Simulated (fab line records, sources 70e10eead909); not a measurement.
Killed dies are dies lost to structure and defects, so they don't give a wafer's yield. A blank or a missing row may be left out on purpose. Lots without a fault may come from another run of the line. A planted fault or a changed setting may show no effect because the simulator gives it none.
A struck lot beside a sound one | flow nand_harc | 21 steps out of a route of 1159
Sound: wafers L875.1, L875.3, L875.6. Struck: wafers L868.3, L868.5, L868.6. The cause comes at the end.
At each step with rows: each side's tool, then ch and its chambers, then its first start. Under that, the readings that differ: sound wafers | struck wafers | difference of the means | sigmas: that difference in standard deviations of wafers without a fault.
alike: readings whose means differ by less than 2 such deviations, and words and numbers that are the same on both sides. not compared: withheld readings, readings that some wafer has no value for, bounds like >300 that may hide the same value, and numbers for which the record gives no deviation and whose values overlap.
The two part at a step that has a row with sigmas, a row that says differs or no value, or rows on one side only. Numbers that don't overlap but have no deviation are shown without sigmas and don't part them. A reading that every wafer of one side lacks parts them only if that side has two wafers or more.

first, 2 steps without rows for these wafers: NHARC_P_GATE_PEB_89 (peb time 85 s); NHARC_P_GATE_DEVELOP_90 (time 70 s).
NHARC_P_GATE_CD_MEAS_91: target cd 2000 nm.
  sound on cd_sem-01 ch 0, day 8 14:46; struck on cd_sem-02 ch 0, day 7 03:56
  alike: cd_nm
then, 1 step without rows for these wafers: NHARC_P_GATE_HARDBAKE_92 (time 80 s).
NHARC_P_GATE_DESCUM_93: chemistry O2, time 3 s.
  sound on rie_diel-05 ch 1,2,3, day 8 14:56; struck on rie_diel-05 ch 1,2,3, day 7 04:07
  alike: drypump_motor_current_A, oes_product_au, rf_vpp_V, showerhead_plenum_p_Torr, throttle_valve_pct
  not compared: rf_hours_counter_h
then, 6 steps without rows for these wafers: NHARC_P_GATE_IMPLANT_94; NHARC_P_GATE_STRIP_113 (strips in N2/H2, time 740 s); NHARC_P_GATE_STRIP_95 (strips in O2); NHARC_P_GATE_STRIP_96 (strips in SPM, time 900 s); NHARC_P_GATE_RTA_64 (time 1 s); NHARC_P_GATE_ETCH_77 (etches SiO2 in dHF, target depth 6 nm).
NHARC_P_GATE_DEGAS_109: time 60 s.
  sound on pvd_sputter-01, day 8 17:45; struck on pvd_sputter-02, day 7 06:07
  alike: heater_power_w
NHARC_P_GATE_PRE_CLEAN_110: time 30 s.
  sound on pvd_sputter-01, day 8 17:47; struck on pvd_sputter-02, day 7 06:11
then, 2 steps without rows for these wafers: NHARC_P_GATE_SPUTTER_78 (material Ni, target thk 10 nm); NHARC_P_GATE_SPUTTER_79 (material TiN, target thk 10 nm).
NHARC_P_GATE_RTA_80: time 30 s.
  sound on rtp_anneal-02 ch 0, day 8 18:02; struck on rtp_anneal-02 ch 0, day 7 06:29
  reading          | sound             | struck            | difference | sigmas
  wafer_temp_C_max | 302.2 302.3 301.2 | 300.9 301.4 301.1 | -0.8       | -2
then, 1 step without rows for these wafers: NHARC_P_GATE_STRIP_67 (strips in SPM, time 600 s).
NHARC_P_GATE_RTA_82: time 30 s.
  sound on rtp_anneal-02 ch 0, day 8 18:30; struck on rtp_anneal-01 ch 0, day 7 06:56
  reading             | sound       | struck      | difference | sigmas
  lamp_power_pct (%)  | 3.8 3.8 3.8 | 4.6 4.6 4.6 | +0.8       | +2
  lamp_zone_1_pct (%) | 3.8 3.8 3.8 | 4.6 4.6 4.6 | +0.8       | +2
  lamp_zone_3_pct (%) | 3.8 3.8 3.8 | 4.6 4.6 4.6 | +0.8       | +2
  lamp_zone_4_pct (%) | 3.8 3.8 3.8 | 4.6 4.6 4.6 | +0.8       | +2
  alike: wafer_temp_C_max
NHARC_P_GATE_INSPECT_68:
  sound on defect_inspect-01, day 8 18:42; struck on defect_inspect-02, day 7 07:05
  reading          | sound       | struck      | difference | sigmas
  raw_defect_count | 112 172 142 | 679 750 669 | +557       | +8
NHARC_P_CONTACT_DEP_30: deposits SiNx, target thk 30 nm.
  sound on pecvd-04 ch 0,1,2, day 8 19:19; struck on pecvd-02 ch 0,1,2, day 7 07:14
  alike: heater_power_w
-- the record jumps here: 14 days lie between the struck wafers' starts before and after (it left off in module P_CONTACT and takes up again in module END, whose first step shown is number 1159 of the route) --
NHARC_END_SORT_01:
  the record has rows for the struck wafers here (prober-02 ch 0, day 20 19:29) and none for the sound ones

WHERE THEY PART
First at NHARC_P_GATE_RTA_80; last, within this record, at NHARC_END_SORT_01.

WHY: what the simulator had put in
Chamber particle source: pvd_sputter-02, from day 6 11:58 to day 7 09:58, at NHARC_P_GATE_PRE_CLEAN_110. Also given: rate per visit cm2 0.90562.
